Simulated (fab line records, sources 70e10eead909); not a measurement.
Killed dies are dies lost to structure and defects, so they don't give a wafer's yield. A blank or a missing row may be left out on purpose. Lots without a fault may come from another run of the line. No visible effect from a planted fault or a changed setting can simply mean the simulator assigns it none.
Chamber matching | flow nand-harc | pecvd-01 running NHARC_A_STAIRCASE_DEP_325: 3 sister chambers
The step deposits SiO2, target thk 3800 nm. 3 wafers are shown with their chamber, then 11 later ones without.

## WAFERS WITH THEIR CHAMBER
wafer  | chamber | mfc-precursor-sccm (sccm)
L086.1 | 0       | 199.6
L086.4 | 2       | 199.9
L085.1 | 1       | 200.2

## WAFERS MISSING THEIR CHAMBER
wafer  | mfc-precursor-sccm (sccm)
L085.3 | 199.4
L085.5 | 200.7
L088.1 | 200.9
L088.3 | 200.4
L088.4 | 200.0
L091.1 | 199.8
L091.2 | 200.1
L091.3 | 199.8
L092.1 | 201.0
L092.4 | 200.2
L092.5 | 200.1

## WHICH CHAMBER EACH WENT THROUGH
wafer  | from the rows above          | in truth
L085.3 | can't be placed: 0 or 2 or 1 | 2
L085.5 | can't be placed: 1 or 2 or 0 | 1
L088.1 | can't be placed: 1 or 2 or 0 | 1
L088.3 | can't be placed: 1 or 2 or 0 | 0
L088.4 | can't be placed: 2 or 1 or 0 | 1
L091.1 | can't be placed: 2 or 0 or 1 | 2
L091.2 | can't be placed: 1 or 2 or 0 | 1
L091.3 | can't be placed: 2 or 0 or 1 | 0
L092.1 | can't be placed: 1 or 2 or 0 | 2
L092.4 | can't be placed: 1 or 2 or 0 | 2
L092.5 | can't be placed: 1 or 2 or 0 | 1
Correctly placed: 0 of 11. Can't be placed from these rows: 11 (the true chamber is among the candidates in 11). Placed wrongly: 0.
How it was worked out, from the rows above alone: a wafer's distance from a chamber is the root of the sum, over the readings, of the square of ((its reading less the chamber's mean) divided by the reading's scatter). If the next closest chamber is less than 2 further off than the closest, the wafer can't be placed; otherwise it belongs to the closest. The mean given for a chamber averages the wafers shown for that chamber. The scatter (one wafer shown for each chamber): square how far every hidden wafer sits from the nearest shown wafer, average those squares and take the square root.
